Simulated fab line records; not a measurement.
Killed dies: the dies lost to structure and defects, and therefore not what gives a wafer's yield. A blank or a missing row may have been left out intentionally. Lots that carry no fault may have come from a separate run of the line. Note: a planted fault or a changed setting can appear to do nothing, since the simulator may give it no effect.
What tool caused it?	flow nand harc	11 lots with 33 wafers sampled at 5 steps, on a route of 1302 steps

## WHAT THE GAUGES READ, wafer by wafer
NHARC_END_SORT_01.
lot	measured	on	killed at array	killed at other	killed at periphery	killed dies	killed open	killed short
L601	day 29 07:08	prober-01	47 666 45	5 6 1	4 5 1	56 677 47	3 2 2	4 3 2
L602	day 30 01:46	prober-02	671 20 20	0 0 2	6 8 8	677 28 30	0 4 2	2 0 1

## WHAT TOOL EACH LOT RAN ON (gives the tool, then ch and the chambers of the sampled wafers, and finally the start)
lot	NHARC_A_CONTACT_DEP_57	NHARC_A_CONTACT_ETCH_75	NHARC_A_CONTACT_ETCH_76	NHARC_A_CONTACT_ETCH_78
L591	acl dep-01 ch 0, day 22 15:50	rie diel-11 ch 0,1, day 22 19:31	rie diel-11 ch 2,3, day 22 19:37	rie diel-11 ch 0,2,3, no start
L589	acl dep-02 ch 0, day 22 21:54	rie diel-02 ch 0,1,3, day 23 01:40	rie diel-02 ch 0,2,3, day 23 01:49	rie diel-02 ch 0,1, no start
L597	acl dep-02 ch 0, day 25 13:10	rie diel-02 ch 0,1,3, day 25 17:22	rie diel-02 ch 0,1,2, day 25 17:30	rie diel-02 ch 0,3, no start
L599	acl dep-01 ch 0, day 26 01:25	rie diel-02 ch 0,1, day 26 05:15	rie diel-02 ch 0,1,2, day 26 05:22	rie diel-02 ch 0,3, no start
L601	acl dep-01 ch 0, day 26 14:01	rie diel-02 ch 0,1,3, day 26 17:13	rie diel-02 ch 0,2,3, day 26 17:23	rie diel-02 ch 0,1,2, day 29 07:08 or earlier
L602	acl dep-03 ch 0, day 27 08:49	rie diel-02 ch 2,3, day 27 11:58	rie diel-02 ch 0,2,3, day 27 12:05	rie diel-02 ch 0,2,3, day 30 01:46 or earlier
L604	acl dep-01 ch 0, day 28 10:18	rie diel-11 ch 2,3, day 28 14:31	rie diel-11 ch 1,3, day 28 14:38	rie diel-11 ch 2,3, no start
L609	acl dep-02 ch 0, day 31 03:51	rie diel-04 ch 0,2, day 31 08:06	rie diel-04 ch 2,3, day 31 08:11	rie diel-04 ch 0,1,2, no start
L611	acl dep-02 ch 0, day 31 11:19	rie diel-02 ch 2,3, day 31 15:01	rie diel-02 ch 0,1, day 31 15:05	rie diel-02 ch 2,3, no start
L608	acl dep-03 ch 0, day 31 11:33	rie diel-04 ch 1,3, day 31 15:46	rie diel-04 ch 0,1,3, day 31 15:53	rie diel-04 ch 0,1,3, no start
L610	acl dep-02 ch 0, day 31 17:34	rie diel-02 ch 0,1,3, day 31 21:49	rie diel-02 ch 0,1,3, day 31 21:54	rie diel-02 ch 0,1,3, no start
- NHARC_A_CONTACT_DEP_57: deposits aC, target thk 5300 nm.
- NHARC_A_CONTACT_ETCH_75: etches the open film in CF4, target depth 39 nm, time 65 s.
- NHARC_A_CONTACT_ETCH_76: etches the open film in N2/H2, target depth 260 nm, time 475.3 s.
- NHARC_A_CONTACT_ETCH_78: etches the open film in O2/COS, target depth 5300 nm, time 1378 s.

## WHAT THE TOOLS THEMSELVES READ (means of the sampled wafers that have a number; where no wafer has one, the mark that the record gives instead)
NHARC_A_CONTACT_DEP_57.
lot	tool	throttle valve pct (%)
L591	acl dep-01	35.005
L589	acl dep-02	34.999
L597	acl dep-02	35.000
L599	acl dep-01	34.994
L601	acl dep-01	35.007
L602	acl dep-03	34.997
L604	acl dep-01	35.003
L609	acl dep-02	34.991
L611	acl dep-02	35.002
L608	acl dep-03	34.994
L610	acl dep-02	34.997

NHARC_A_CONTACT_ETCH_75.
lot	tool	drypump motor current A (A)	oes product au (a.u.)	rf vpp V (V)	showerhead plenum p Torr (Torr)	throttle valve pct (%)
L591	rie diel-11	5.7	0.993	150.7	1.77	13.289
L589	rie diel-02	5.6	0.992	152.4	1.83	13.281
L597	rie diel-02	5.6	0.997	152.1	1.82	13.278
L599	rie diel-02	5.5	1.011	151.7	1.82	13.289
L601	rie diel-02	5.6	1.006	151.3	1.82	13.285
L602	rie diel-02	5.6	0.999	151.5	1.71	13.293
L604	rie diel-11	5.4	1.008	151.9	1.85	13.291
L609	rie diel-04	6.0	1.005	151.3	1.80	13.286
L611	rie diel-02	5.8	0.988	151.4	1.76	13.286
L608	rie diel-04	5.1	1.001	150.8	1.75	13.280
L610	rie diel-02	5.6	0.995	152.1	1.82	13.286

NHARC_A_CONTACT_ETCH_76.
lot	tool	drypump motor current A (A)	n2 flow sccm (sccm)	oes product au (a.u.)	rf vpp V (V)	showerhead plenum p Torr (Torr)	throttle valve pct (%)
L591	rie diel-11	5.4	149.7	0.993	432.9	2.16	14.170
L589	rie diel-02	5.7	149.7	0.998	431.6	2.04	14.178
L597	rie diel-02	5.3	150.2	1.019	430.2	2.03	14.177
L599	rie diel-02	5.3	150.3	1.015	430.7	2.03	14.165
L601	rie diel-02	5.7	149.8	0.927	429.6	2.04	14.164
L602	rie diel-02	5.7	149.9	0.932	430.5	2.04	14.174
L604	rie diel-11	5.4	150.2	0.996	431.4	2.08	14.172
L609	rie diel-04	5.3	150.0	0.993	432.0	2.10	14.179
L611	rie diel-02	5.5	150.0	1.003	432.1	2.10	14.168
L608	rie diel-04	5.5	150.1	1.004	429.1	2.00	14.175
L610	rie diel-02	5.6	149.8	0.992	432.6	2.10	14.176

NHARC_A_CONTACT_ETCH_78.
lot	tool	drypump motor current A (A)	oes product au (a.u.)	rf vpp V (V)	showerhead plenum p Torr (Torr)	throttle valve pct (%)
L591	rie diel-11	5.6	0.997	317.4	3.31	28.330
L589	rie diel-02	5.2	1.011	315.3	3.22	28.329
L597	rie diel-02	5.8	1.007	315.4	3.22	28.335
L599	rie diel-02	5.8	0.993	315.1	3.22	28.327
L601	rie diel-02	5.3	1.003	313.1	3.11	28.318
L602	rie diel-02	5.7	0.998	313.6	3.12	28.321
L604	rie diel-11	5.4	0.997	315.7	3.27	28.336
L609	rie diel-04	5.5	1.012	315.9	3.21	28.334
L611	rie diel-02	5.6	0.991	312.8	3.00	28.340
L608	rie diel-04	5.5	1.006	313.0	3.06	28.333
L610	rie diel-02	5.6	0.993	315.0	3.21	28.327

## THE ANSWER, worked out from the rows above alone
Rule: what is usual is taken from the lots themselves. The widest of any qualifying gaps counts: lots, ordered by their means at a reading, are off when they make up no more than a third of the lots, leave a main group of 4 or more, and stand apart from it by 3 or more times the standard deviation of that group's means. Not used: any main group whose means are identical at the precision the tables above print for the reading. A lot without any number at a reading at which 4 lots or more have one is off too. All remaining lots with rows at the step are treated as sound. Order of review: gauges by route order, followed by the tools' own readings, for which a lot's mean as printed above is used. The first step at which some lot is off is used, and at that step the reading that is off furthest; a lot without a number counts as furthest.
Off: L601, L602, at NHARC_A_CONTACT_ETCH_76 (oes product au). For the main group the mean is 1.001 a.u. and the standard deviation 0.0093.
A tool fits if, at that step or a process step before it, it ran every lot that is off, and no sound lot after the first of them. No candidate that was tried fits.

## WHAT HAD BEEN PUT IN BY THE SIMULATOR
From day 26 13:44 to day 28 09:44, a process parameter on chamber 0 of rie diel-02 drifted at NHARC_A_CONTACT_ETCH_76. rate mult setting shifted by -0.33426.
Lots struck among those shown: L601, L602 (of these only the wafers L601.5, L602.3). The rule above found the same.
